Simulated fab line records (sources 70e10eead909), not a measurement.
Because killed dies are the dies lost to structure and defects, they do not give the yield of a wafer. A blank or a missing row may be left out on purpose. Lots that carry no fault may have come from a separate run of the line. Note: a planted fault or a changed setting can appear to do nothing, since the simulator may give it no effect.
8D (eight disciplines) problem report, filled in by code :: flow nand harc :: the parts of the form that need people (team, actions taken, sign-off) are left out

## 1. THE PROBLEM
oes product au at NHARC_A_CHANNEL_HOLE_D2_ETCH_38 reads a mean of 0.849 a.u. on 2 wafers of 2 lots; wafers without a fault read 0.997 a.u. with a standard deviation of 0.011. Measured from the usual mean, that is -13 standard deviations.
The step: etches the open film in CF4, target depth 39 nm, time 65 s.
Seen first at day 19 03:11 on rie diel-01, wafer L334.3. Wafers with a number at this step in the record: 30, from 10 lots. Rule for "out", or "out of limits": more than 4 standard deviations from the usual mean. All remaining wafers that have a number are taken as sound.

## 2. WHAT IT IS; WHAT IT IS NOT
question: which readings at this step
is: oes product au
is not: bias w, drypump motor current A, rf vpp V, showerhead plenum p Torr, throttle valve pct

question: which lots
is: L334, L335
is not: L320, L322, L325, L326, L338, L339, L340, L342

question: which wafers of those lots
is: L334.3, L335.3
is not: L334.1, L334.6, L335.1, L335.4

question: read on which tools
is: rie diel-01
is not: rie diel-05, rie diel-10

question: when
is: from day 19 03:11
is not: up to then (14 sound wafers); but 14 sound wafers of L335, L338, L339, L340, L342 came after

## 3. WHAT RULES OUT EACH SUSPECT
Counting: if a tool at a process step up to the reading ran every lot that is out, it stays a suspect. Sound lots after the first of them don't rule it out here, since some wafers of a struck lot are sound.
- rie diel-01 at NHARC_A_CHANNEL_HOLE_D2_ETCH_38 (etches the open film in CF4, target depth 39 nm, time 65 s): kept. It processed each lot that is out (first: L334, day 19 03:11); up to then, its last sound lot is L325 (day 15 05:21). Its own readings are out on those wafers: oes product au.
- Within rie diel-01 at NHARC_A_CHANNEL_HOLE_D2_ETCH_38: the wafers that are out ran in chamber 0; their sound lot-mates ran in chambers 2, 3.
The count leaves rie diel-01 at NHARC_A_CHANNEL_HOLE_D2_ETCH_38.

## 4. THE CAUSE (what the simulator had put in)
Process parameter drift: rie diel-01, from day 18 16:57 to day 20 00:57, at NHARC_A_CHANNEL_HOLE_D2_ETCH_38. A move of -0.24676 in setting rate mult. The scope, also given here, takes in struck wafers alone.
This tool alone remained once counting was done.

## 5. SEQUENCE OF EFFECTS, ordered by route
One row per reading whose mean, taken over the struck wafers that have a number, lies over 3 standard deviations from the usual. Scope: only readings with a usual standard deviation given in the record; hours: median across lots of the time from each lot's start at the first step in this table that gives one to its start at this step; sigmas: change in usual standard deviations.
hours: 0
step: NHARC_A_CHANNEL_HOLE_D2_ETCH_38
reading: oes product au
usual: 0.997 a.u.
on struck wafers: 0.849
change: -0.148
sigmas: -13
Here are the process steps it includes:
- NHARC_A_CHANNEL_HOLE_D2_ETCH_38: etches the open film in CF4, target depth 39 nm, time 65 s.
Later measuring or inspecting steps at which every struck wafer that the step has a row for has a number for every such reading, and none has moved that far: NHARC_END_SORT_01.

## 6. HOW IT WOULD HAVE BEEN CAUGHT EARLIER
The fault began at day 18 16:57; the first out-of-limits reading in this record came at day 19 03:11, 10 hours later.
